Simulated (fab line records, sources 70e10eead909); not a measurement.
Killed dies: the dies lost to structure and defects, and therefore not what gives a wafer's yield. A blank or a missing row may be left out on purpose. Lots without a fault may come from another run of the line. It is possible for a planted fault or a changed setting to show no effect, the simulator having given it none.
Matching of chambers / flow nand harc / NHARC_P_GATE_ALD_36 on ald sin-02: 4 sister chambers
The step deposits SiNx, target thk 20 nm, pulse time 60 s, ald cycles 223. 18 wafers are shown with their chamber, then 9 later ones without.

## EACH WAFER AND ITS CHAMBER
wafer=L075.2; chamber=2; heater power w (W)=823; precursor pulse height rel=1.027
wafer=L075.5; chamber=0; heater power w (W)=725; precursor pulse height rel=0.975
wafer=L075.6; chamber=1; heater power w (W)=836; precursor pulse height rel=1.006
wafer=L078.2; chamber=0; heater power w (W)=758; precursor pulse height rel=0.968
wafer=L078.1; chamber=1; heater power w (W)=810; precursor pulse height rel=1.002
wafer=L078.4; chamber=2; heater power w (W)=807; precursor pulse height rel=1.021
wafer=L078.3; chamber=3; heater power w (W)=904; precursor pulse height rel=0.974
wafer=L078.6; chamber=0; heater power w (W)=748; precursor pulse height rel=0.985
wafer=L078.5; chamber=1; heater power w (W)=808; precursor pulse height rel=0.999
wafer=L081.4; chamber=2; heater power w (W)=811; precursor pulse height rel=1.017
wafer=L081.3; chamber=0; heater power w (W)=743; precursor pulse height rel=1.015
wafer=L081.6; chamber=3; heater power w (W)=908; precursor pulse height rel=0.981
wafer=L084.2; chamber=2; heater power w (W)=828; precursor pulse height rel=1.027
wafer=L084.3; chamber=0; heater power w (W)=732; precursor pulse height rel=1.007
wafer=L084.5; chamber=2; heater power w (W)=829; precursor pulse height rel=1.001
wafer=L087.2; chamber=1; heater power w (W)=844; precursor pulse height rel=1.008
wafer=L087.1; chamber=2; heater power w (W)=843; precursor pulse height rel=1.004
wafer=L087.6; chamber=1; heater power w (W)=826; precursor pulse height rel=0.998

SIGNATURES (averages over the wafers above)
reading=heater power w; chamber 0=741.20; chamber 1=824.80; chamber 2=823.50; chamber 3=906.00; scatter within a chamber=13.5
reading=precursor pulse height rel; chamber 0=0.99000; chamber 1=1.00260; chamber 2=1.01617; chamber 3=0.97750; scatter within a chamber=0.0131
Rule: a wafer lies at a distance from a chamber equal to the root of the sum of squares, over the readings, of (its reading less the chamber's mean, divided by the reading's scatter). If the next closest chamber is less than 2 further off than the closest, the wafer can't be placed; otherwise it belongs to the closest. How the scatter is found: for the shown wafers, subtract from each reading the mean of its chamber, square and add these, divide the total by (wafers less chambers), then take the root.

## WAFERS MISSING THEIR CHAMBER
wafer=L091.4; heater power w (W)=740; precursor pulse height rel=1.007
wafer=L091.3; heater power w (W)=917; precursor pulse height rel=0.990
wafer=L091.6; heater power w (W)=747; precursor pulse height rel=0.984
wafer=L094.1; heater power w (W)=752; precursor pulse height rel=0.989
wafer=L094.4; heater power w (W)=808; precursor pulse height rel=0.984
wafer=L094.2; heater power w (W)=895; precursor pulse height rel=0.997
wafer=L097.3; heater power w (W)=875; precursor pulse height rel=1.010
wafer=L097.2; heater power w (W)=814; precursor pulse height rel=1.016
wafer=L097.6; heater power w (W)=715; precursor pulse height rel=1.007

## THE CHAMBER EACH PASSED THROUGH
wafer=L091.4; from the rows above=0; in truth=0
wafer=L091.3; from the rows above=3; in truth=3
wafer=L091.6; from the rows above=0; in truth=0
wafer=L094.1; from the rows above=0; in truth=0
wafer=L094.4; from the rows above=can't be placed: 1 or 2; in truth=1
wafer=L094.2; from the rows above=3; in truth=3
wafer=L097.3; from the rows above=can't be placed: 3 or 1 or 2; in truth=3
wafer=L097.2; from the rows above=can't be placed: 2 or 1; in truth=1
wafer=L097.6; from the rows above=0; in truth=0
Placed correctly: 6 of 9. Not placeable from these rows: 3 (in 3, the candidates include the true chamber). 0 placed wrongly.
